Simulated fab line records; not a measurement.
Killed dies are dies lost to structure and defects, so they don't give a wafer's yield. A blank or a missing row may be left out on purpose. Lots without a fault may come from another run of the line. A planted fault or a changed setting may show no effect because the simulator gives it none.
Split-lot study || flow n5_finfet || route with 1938 steps; 7 lots, 21 wafers read

## ON THE SPLIT
At N5_BEOL_M2_COAT_22 (resist thk 30 nm), the setting spin_rpm was moved away from the recipe's 1500 rpm on 7 of the 21 wafers read, by -8.9% to +3.6%. The other wafers ran this setting at the recipe's value.

## FROM THE SPLIT TO THE READING: what the file shows between them, 5 steps
- N5_BEOL_M2_EBR_24
- N5_BEOL_M2_SOFTBAKE_23: time 60 s
- N5_BEOL_M2_EXPOSE_25: exposes mask V1, defocus 5 nm
- N5_BEOL_M2_PEB_26: peb time 60 s
- N5_BEOL_M2_DEVELOP_27: develop time 30 s

## THE READING
CAR-EUV_of_BEOL_M2_COAT_22.thk_nm (the simulator's own value, which no gauge read), in nm, at N5_BEOL_M2_DESCUM_33 (chemistry O2, time 7 s). The file does not state a usual value for it. Here, 14 wafers ran the recipe; their average is 26.0 nm with a standard deviation of 0.076 nm.

{"wafer": "L078.2", "tool, chamber at the split": "litho_track-03, 0", "spin_rpm as run, rpm": 1500, "against the recipe": "recipe", "CAR-EUV_of_BEOL_M2_COAT_22.thk_nm, nm": 26, "against lot-mates on the recipe": "-"}
{"wafer": "L078.4", "tool, chamber at the split": "litho_track-03, 0", "spin_rpm as run, rpm": 1500, "against the recipe": "recipe", "CAR-EUV_of_BEOL_M2_COAT_22.thk_nm, nm": 26, "against lot-mates on the recipe": "-"}
{"wafer": "L078.5", "tool, chamber at the split": "litho_track-03, 0", "spin_rpm as run, rpm": 1367, "against the recipe": "-8.9%", "CAR-EUV_of_BEOL_M2_COAT_22.thk_nm, nm": 27.6, "against lot-mates on the recipe": "+1.6"}
{"wafer": "L080.2", "tool, chamber at the split": "litho_track-03, 0", "spin_rpm as run, rpm": 1500, "against the recipe": "recipe", "CAR-EUV_of_BEOL_M2_COAT_22.thk_nm, nm": 26, "against lot-mates on the recipe": "-"}
{"wafer": "L080.3", "tool, chamber at the split": "litho_track-03, 0", "spin_rpm as run, rpm": 1554, "against the recipe": "+3.6%", "CAR-EUV_of_BEOL_M2_COAT_22.thk_nm, nm": 25.6, "against lot-mates on the recipe": -0.3}
{"wafer": "L080.4", "tool, chamber at the split": "litho_track-03, 0", "spin_rpm as run, rpm": 1500, "against the recipe": "recipe", "CAR-EUV_of_BEOL_M2_COAT_22.thk_nm, nm": 25.8, "against lot-mates on the recipe": "-"}
{"wafer": "L083.1", "tool, chamber at the split": "litho_track-03, 0", "spin_rpm as run, rpm": 1500, "against the recipe": "recipe", "CAR-EUV_of_BEOL_M2_COAT_22.thk_nm, nm": 26, "against lot-mates on the recipe": "-"}
{"wafer": "L083.3", "tool, chamber at the split": "litho_track-03, 0", "spin_rpm as run, rpm": 1500, "against the recipe": "recipe", "CAR-EUV_of_BEOL_M2_COAT_22.thk_nm, nm": 26, "against lot-mates on the recipe": "-"}
{"wafer": "L083.6", "tool, chamber at the split": "litho_track-03, 0", "spin_rpm as run, rpm": 1500, "against the recipe": "recipe", "CAR-EUV_of_BEOL_M2_COAT_22.thk_nm, nm": 26, "against lot-mates on the recipe": "-"}
{"wafer": "L086.1", "tool, chamber at the split": "litho_track-03, 0", "spin_rpm as run, rpm": 1397, "against the recipe": "-6.9%", "CAR-EUV_of_BEOL_M2_COAT_22.thk_nm, nm": 27.2, "against lot-mates on the recipe": "+1.2"}
{"wafer": "L086.5", "tool, chamber at the split": "litho_track-03, 0", "spin_rpm as run, rpm": 1397, "against the recipe": "-6.9%", "CAR-EUV_of_BEOL_M2_COAT_22.thk_nm, nm": 27, "against lot-mates on the recipe": "+1.0"}
{"wafer": "L086.6", "tool, chamber at the split": "litho_track-03, 0", "spin_rpm as run, rpm": 1500, "against the recipe": "recipe", "CAR-EUV_of_BEOL_M2_COAT_22.thk_nm, nm": 26, "against lot-mates on the recipe": "-"}
{"wafer": "L089.1", "tool, chamber at the split": "litho_track-03, 0", "spin_rpm as run, rpm": 1423, "against the recipe": "-5.1%", "CAR-EUV_of_BEOL_M2_COAT_22.thk_nm, nm": 26.8, "against lot-mates on the recipe": "+0.8"}
{"wafer": "L089.3", "tool, chamber at the split": "litho_track-03, 0", "spin_rpm as run, rpm": 1423, "against the recipe": "-5.1%", "CAR-EUV_of_BEOL_M2_COAT_22.thk_nm, nm": 26.8, "against lot-mates on the recipe": "+0.8"}
{"wafer": "L089.6", "tool, chamber at the split": "litho_track-03, 0", "spin_rpm as run, rpm": 1500, "against the recipe": "recipe", "CAR-EUV_of_BEOL_M2_COAT_22.thk_nm, nm": 26, "against lot-mates on the recipe": "-"}
{"wafer": "L092.2", "tool, chamber at the split": "litho_track-02, 0", "spin_rpm as run, rpm": 1500, "against the recipe": "recipe", "CAR-EUV_of_BEOL_M2_COAT_22.thk_nm, nm": 26, "against lot-mates on the recipe": "-"}
{"wafer": "L092.6", "tool, chamber at the split": "litho_track-02, 0", "spin_rpm as run, rpm": 1500, "against the recipe": "recipe", "CAR-EUV_of_BEOL_M2_COAT_22.thk_nm, nm": 26, "against lot-mates on the recipe": "-"}
{"wafer": "L092.3", "tool, chamber at the split": "litho_track-02, 0", "spin_rpm as run, rpm": 1500, "against the recipe": "recipe", "CAR-EUV_of_BEOL_M2_COAT_22.thk_nm, nm": 26.2, "against lot-mates on the recipe": "-"}
{"wafer": "L094.2", "tool, chamber at the split": "litho_track-03, 0", "spin_rpm as run, rpm": 1500, "against the recipe": "recipe", "CAR-EUV_of_BEOL_M2_COAT_22.thk_nm, nm": 26, "against lot-mates on the recipe": "-"}
{"wafer": "L094.6", "tool, chamber at the split": "litho_track-03, 0", "spin_rpm as run, rpm": 1500, "against the recipe": "recipe", "CAR-EUV_of_BEOL_M2_COAT_22.thk_nm, nm": 26, "against lot-mates on the recipe": "-"}
{"wafer": "L094.4", "tool, chamber at the split": "litho_track-03, 0", "spin_rpm as run, rpm": 1450, "against the recipe": "-3.3%", "CAR-EUV_of_BEOL_M2_COAT_22.thk_nm, nm": 26.6, "against lot-mates on the recipe": "+0.6"}

FIT RESULTS
A straight line over all 21 wafers: CAR-EUV_of_BEOL_M2_COAT_22.thk_nm changes by -0.162 nm for each +1% of spin_rpm; r = -0.98; the points scatter about the line by 0.092 nm.
The same after taking each lot's own level away (the mean of its wafers on the recipe; 21 wafers): -0.159 nm for each +1%; r = -0.98; scatter 0.095 nm.
The reading moves by 1.4 nm for the largest change in spin_rpm, on that fit.
The span of the lots' own levels, 25.90 to 26.07 nm, comes to 2.2 times the standard deviation stated above.
So the lot-to-lot level changes the slope little: the two slopes agree.
Check: with one of the wafers moved furthest among these (-8.9%) left out of the fit, the line predicts +1.36 nm for it against its lot-mates. It came out at +1.6 nm against them.

## ADDITIONAL SPLITS CARRIED BY THESE WAFERS
These wafers also went through other splits before the reading. Each is held against what the fit with the lots' levels taken away leaves over:
{"other split on the same wafers": "N5_BEOL_M1_EXPOSE_25 dose_mj", "wafers away from the commonest value": 9, "r with CAR-EUV_of_BEOL_M2_COAT_22.thk_nm (lot level and that fit taken away)": "+0.36"}
{"other split on the same wafers": "N5_BEOL_M2_PECVD_72 time_s", "wafers away from the commonest value": 7, "r with CAR-EUV_of_BEOL_M2_COAT_22.thk_nm (lot level and that fit taken away)": -0.08}
{"other split on the same wafers": "N5_BEOL_M2_COAT_62 spin_rpm", "wafers away from the commonest value": 8, "r with CAR-EUV_of_BEOL_M2_COAT_22.thk_nm (lot level and that fit taken away)": "+0.13"}

## THE WHOLE CHAIN: every reading that the file lists as answering this split, in the file's order
{"step": "N5_BEOL_M2_COAT_22", "what it does": "resist thk 30 nm", "reading": "CAR-EUV_of_BEOL_M2_COAT_22.thk_nm (the simulator's own value, which no gauge read)", "change (the file's fit)": "-0.154 nm for each +1% of the setting", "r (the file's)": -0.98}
{"step": "N5_BEOL_M2_DEVELOP_27", "what it does": "develop time 30 s", "reading": "CAR-EUV_of_BEOL_M2_COAT_22.thk_nm (the simulator's own value, which no gauge read)", "change (the file's fit)": "-0.165 nm for each +1% of the setting", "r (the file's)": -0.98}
{"step": "N5_BEOL_M2_DESCUM_33", "what it does": "chemistry O2, time 7 s", "reading": "CAR-EUV_of_BEOL_M2_COAT_22.thk_nm (the simulator's own value, which no gauge read)", "change (the file's fit)": "-0.164 nm for each +1% of the setting", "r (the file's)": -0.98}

## THE FILE'S OWN FIT
CAR-EUV_of_BEOL_M2_COAT_22.thk_nm changes by -0.164 nm for each +1% of spin_rpm, r = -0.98.
